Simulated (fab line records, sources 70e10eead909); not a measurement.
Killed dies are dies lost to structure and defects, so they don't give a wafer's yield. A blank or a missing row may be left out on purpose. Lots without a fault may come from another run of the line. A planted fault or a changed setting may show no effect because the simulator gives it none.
Chamber matching | flow nand_harc | NHARC_A_CONTACT_ETCH_92 on rie_diel-12: 4 sister chambers
The step etches the open film in CH3F/O2, target depth 40 nm, time 85.7 s. 14 wafers are shown with their chamber, then 7 later ones without.

WAFERS WITH THEIR CHAMBER
wafer  | chamber | showerhead_plenum_p_Torr (Torr) | drypump_motor_current_A (A) | rf_vpp_V (V)
L111.1 | 3       | 2.39                            | 5.85                        | 243.8
L111.4 | 2       | 2.55                            | 5.90                        | 246.3
L111.5 | 1       | 2.56                            | 5.35                        | 245.4
L115.1 | 0       | 2.29                            | 5.39                        | 243.2
L115.3 | 1       | 2.56                            | 5.34                        | 245.0
L115.6 | 1       | 2.56                            | 5.34                        | 244.6
L121.1 | 0       | 2.29                            | 5.42                        | 241.4
L121.2 | 2       | 2.54                            | 5.89                        | 244.2
L121.3 | 1       | 2.55                            | 5.36                        | 246.3
L125.1 | 3       | 2.38                            | 5.83                        | 243.3
L125.4 | 1       | 2.55                            | 5.37                        | 245.6
L125.6 | 3       | 2.38                            | 5.84                        | 243.8
L124.1 | 0       | 2.29                            | 5.35                        | 241.0
L124.4 | 3       | 2.38                            | 5.85                        | 242.4

SIGNATURES (means of the wafers above)
reading                  | chamber 0 | chamber 1 | chamber 2 | chamber 3 | scatter within a chamber
showerhead_plenum_p_Torr | 2.2900    | 2.5560    | 2.5450    | 2.3825    | 0.00495
drypump_motor_current_A  | 5.3867    | 5.3520    | 5.8950    | 5.8425    | 0.0186
rf_vpp_V                 | 241.867   | 245.380   | 245.250   | 243.325   | 0.889
Rule: a wafer's distance from a chamber is the root of the sum, over the readings, of the square of ((its reading less the chamber's mean) divided by the reading's scatter). The wafer belongs to the nearest chamber; if the next one is less than 2 further off, it can't be placed. The scatter: the root of (the sum of the squares of (reading less its chamber's mean) over the shown wafers, divided by (wafers less chambers)).

WAFERS WITHOUT THEIR CHAMBER
wafer  | showerhead_plenum_p_Torr (Torr) | drypump_motor_current_A (A) | rf_vpp_V (V)
L124.5 | 2.54                            | 5.92                        | 245.0
L129.3 | 2.55                            | 5.37                        | 244.4
L129.4 | 2.28                            | 5.41                        | 241.1
L129.6 | 2.38                            | 5.85                        | 243.9
L132.2 | 2.28                            | 5.37                        | 242.2
L132.4 | 2.38                            | 5.83                        | 243.0
L132.5 | 2.55                            | 5.34                        | 245.9

WHICH CHAMBER EACH WENT THROUGH
wafer  | from the rows above | in truth
L124.5 | 2                   | 2
L129.3 | 1                   | 1
L129.4 | 0                   | 0
L129.6 | 3                   | 3
L132.2 | 0                   | 0
L132.4 | 3                   | 3
L132.5 | 1                   | 1
Placed correctly: 7 of 7. Can't be placed from these rows: 0. Placed wrongly: 0.
